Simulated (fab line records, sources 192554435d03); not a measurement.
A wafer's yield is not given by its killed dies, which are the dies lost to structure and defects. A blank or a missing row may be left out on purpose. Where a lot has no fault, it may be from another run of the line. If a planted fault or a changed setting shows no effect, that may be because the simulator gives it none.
One fault seen from 3 desks -- flow n5 finfet -- each desk has only its own numbers; what lay behind them comes last

== THE TOOL OWNER'S DESK: pecvd-02 ==
The tool's own readings at N5_BEOL_M4_PECVD_72 (deposits SiO2 from TEOS/O2, target thk 16 nm, time 18 s): means of the sampled wafers that have a number, for each lot that ran on this tool. A lot is out of limits, marked OUT, if its mean lies more than 4 standard deviations from the usual mean; the brackets give that distance.
Columns: A = heater power w at N5_BEOL_M4_PECVD_72, usual 654 W; B = showerhead plenum p Torr at N5_BEOL_M4_PECVD_72, usual 8.78 Torr; C = throttle valve pct at N5_BEOL_M4_PECVD_72, usual 22.8 %
lot,first seen here,A,B,C
L945,day 7 22:29,650,8.79,23.3
L947,day 8 07:04,701,8.77,22.7
L948,day 8 14:59,682,8.80,22.4
L955,day 10 08:31,625,8.80,23.4
Result from this desk: across the 4 lots, nothing is out of limits.

== AT THE METROLOGY DESK ==
Means of the sampled wafers that have a number, per lot and without regard to the tool the lot ran on: this is what the gauges read. A lot is out of limits, marked OUT, if its mean lies more than 4 standard deviations from the usual mean; the brackets give that distance. Of its 11 readings 7 are shown: those that lie furthest out on some lot.
Columns: A = DIBL_N at N5_BEOL_M4_RC_MEAS_101, usual 36.8 mV/V; B = IOFF_N at N5_BEOL_M4_RC_MEAS_101, usual 0.18 nA/um; C = IOFF_P at N5_BEOL_M4_RC_MEAS_101, usual 0.23 nA/um; D = ION_N at N5_BEOL_M4_RC_MEAS_101, usual 680 uA/um; E = ION_P at N5_BEOL_M4_RC_MEAS_101, usual 466 uA/um; F = SS_N at N5_BEOL_M4_RC_MEAS_101, usual 71.7 mV/dec; G = VT_P at N5_BEOL_M4_RC_MEAS_101, usual -249 mV
lot,first seen here,A,B,C,D,E,F,G
L944,day 7 18:59,35.4,0.15,0.21,680,464,71.3,-251
L945,day 7 22:19,37.2,0.16,0.20,677,458,71.1,-253
L947,day 8 06:54,36.6,0.19,0.21,681,459,71.7,-252
L948,day 8 14:49,34.5,0.14,0.17,670,450,71.0,-256
L949,day 9 01:50,37.2,0.17,0.23,683,465,72.2,-250
L955,day 10 08:20,37.3,0.20,0.30,680,481,71.4,-242
L960,day 11 05:26,37.0,0.15,0.17,672,452,71.8,-254
L961,day 11 10:31,39.1,0.19,0.26,683,471,72.0,-246
L965,day 12 17:35,38.6,0.21,0.25,692,466,72.7,-250
Result from this desk: across the 9 lots, nothing is out of limits.

== THE DEFECT DESK ==
Counts from the inspections along the route, per lot, as means over the sampled wafers that have a number. A lot is out of limits, marked OUT, if its mean lies more than 4 standard deviations from the usual mean; the brackets give that distance.
Columns: A = raw defect count at N5_BEOL_M4_INSPECT_13, usual 436
lot,first seen here,A
L944,day 7 19:58,610
L945,day 8 01:10,419
L947,day 8 10:00,379
L948,day 8 16:01,403
L949,day 9 03:36,519
L955,day 10 09:04,1033 (+4.6) OUT
L960,day 11 07:04,434
L961,day 11 11:15,521
L965,day 12 19:04,358
This desk's verdict: out of limits on L955, starting with L955 at day 10 09:04 (raw defect count at N5_BEOL_M4_INSPECT_13). L944, L945, L947, L948, L949, L960, L961, L965: within limits.

== TAKEN TOGETHER ==
The defect desk could have raised an alarm at day 10 09:04, on L955.
The desk of the tool owner found nothing out of limits.
Metrology desk: nothing out of limits seen.
Tool owner's desk: L955 on record, inside its limits.
The metrology desk holds a record of L955, inside its limits.
On pecvd-02, each named lot ran N5_BEOL_M4_PECVD_72.

== WHAT THE SIMULATOR PUT IN ==
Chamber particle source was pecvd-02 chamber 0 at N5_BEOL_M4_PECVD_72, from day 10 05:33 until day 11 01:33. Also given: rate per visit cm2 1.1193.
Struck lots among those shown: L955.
Hours from the fault's start to each desk's first reading out of limits: the defect desk, 4.
